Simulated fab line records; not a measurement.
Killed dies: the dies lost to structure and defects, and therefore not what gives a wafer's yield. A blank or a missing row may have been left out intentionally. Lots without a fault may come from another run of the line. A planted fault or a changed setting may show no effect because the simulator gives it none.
Matching of chambers + flow n5Finfet + rieDiel-05 running N5_GATE_CUT_ETCH_37: 4 sister chambers
The step etches SOC in N2/H2, target depth 60 nm, overetch 12 nm, time 90 s. 20 wafers are shown with their chamber, then 10 later ones without.

== WAFERS, EACH WITH ITS CHAMBER ==
| wafer  | chamber | drypumpMotorCurrentA (A) | showerheadPlenumPTorr (Torr) | throttleValvePct (%) |
|--------|---------|--------------------------|------------------------------|----------------------|
| L076.2 | 1       | 6.0                      | 2.54                         | 17.69                |
| L076.3 | 2       | 5.0                      | 2.42                         | 17.55                |
| L076.6 | 2       | 5.0                      | 2.42                         | 17.57                |
| L078.1 | 3       | 5.8                      | 2.61                         | 17.95                |
| L078.3 | 0       | 6.1                      | 2.63                         | 18.01                |
| L078.6 | 0       | 6.1                      | 2.63                         | 18.00                |
| L079.2 | 3       | 5.8                      | 2.61                         | 17.97                |
| L079.3 | 2       | 5.0                      | 2.42                         | 17.58                |
| L079.5 | 0       | 6.1                      | 2.63                         | 18.01                |
| L081.1 | 1       | 6.0                      | 2.54                         | 17.71                |
| L081.4 | 3       | 5.7                      | 2.61                         | 17.96                |
| L081.6 | 3       | 5.8                      | 2.61                         | 17.98                |
| L082.1 | 2       | 5.0                      | 2.42                         | 17.57                |
| L082.3 | 1       | 6.0                      | 2.54                         | 17.72                |
| L082.6 | 0       | 6.1                      | 2.62                         | 18.01                |
| L088.3 | 3       | 5.8                      | 2.60                         | 18.00                |
| L088.5 | 0       | 6.1                      | 2.62                         | 18.05                |
| L088.6 | 1       | 6.0                      | 2.54                         | 17.73                |
| L090.1 | 3       | 5.8                      | 2.60                         | 17.98                |
| L090.3 | 1       | 6.0                      | 2.54                         | 17.73                |

SIGNATURES (means of the wafers above)
| reading               | chamber 0 | chamber 1 | chamber 2 | chamber 3 | scatter within a chamber |
|-----------------------|-----------|-----------|-----------|-----------|--------------------------|
| drypumpMotorCurrentA  | 6.100     | 6.000     | 5.000     | 5.783     | 0.0228                   |
| showerheadPlenumPTorr | 2.6260    | 2.5400    | 2.4200    | 2.6067    | 0.00398                  |
| throttleValvePct      | 18.0160   | 17.7160   | 17.5675   | 17.9733   | 0.017                    |
Rule: a wafer lies at a distance from a chamber equal to the root of the sum of squares, over the readings, of (its reading less the chamber's mean, divided by the reading's scatter). If the next closest chamber is less than 2 further off than the closest, the wafer can't be placed; otherwise it belongs to the closest. The scatter: take each reading less its chamber's mean, square it, sum over the shown wafers, divide by the number of wafers less the number of chambers, and take the root.

== WAFERS WHOSE CHAMBER IS MISSING ==
| wafer  | drypumpMotorCurrentA (A) | showerheadPlenumPTorr (Torr) | throttleValvePct (%) |
|--------|--------------------------|------------------------------|----------------------|
| L090.6 | 5.7                      | 2.60                         | 18.00                |
| L095.2 | 5.8                      | 2.60                         | 18.02                |
| L095.4 | 5.0                      | 2.41                         | 17.62                |
| L095.5 | 6.0                      | 2.53                         | 17.73                |
| L096.3 | 5.8                      | 2.60                         | 18.02                |
| L096.4 | 6.1                      | 2.61                         | 18.06                |
| L096.5 | 6.0                      | 2.53                         | 17.75                |
| L097.1 | 6.0                      | 2.53                         | 17.74                |
| L097.3 | 6.1                      | 2.61                         | 18.06                |
| L097.4 | 5.8                      | 2.59                         | 18.03                |

== THE CHAMBER EACH PASSED THROUGH ==
| wafer  | from the rows above | in truth |
|--------|---------------------|----------|
| L090.6 | 3                   | 3        |
| L095.2 | 3                   | 3        |
| L095.4 | 2                   | 2        |
| L095.5 | 1                   | 1        |
| L096.3 | 3                   | 3        |
| L096.4 | 0                   | 0        |
| L096.5 | 1                   | 1        |
| L097.1 | 1                   | 1        |
| L097.3 | 0                   | 0        |
| L097.4 | 3                   | 3        |
10 of 10 placed correctly. Left unplaced by these rows: 0. Placed wrongly: 0.
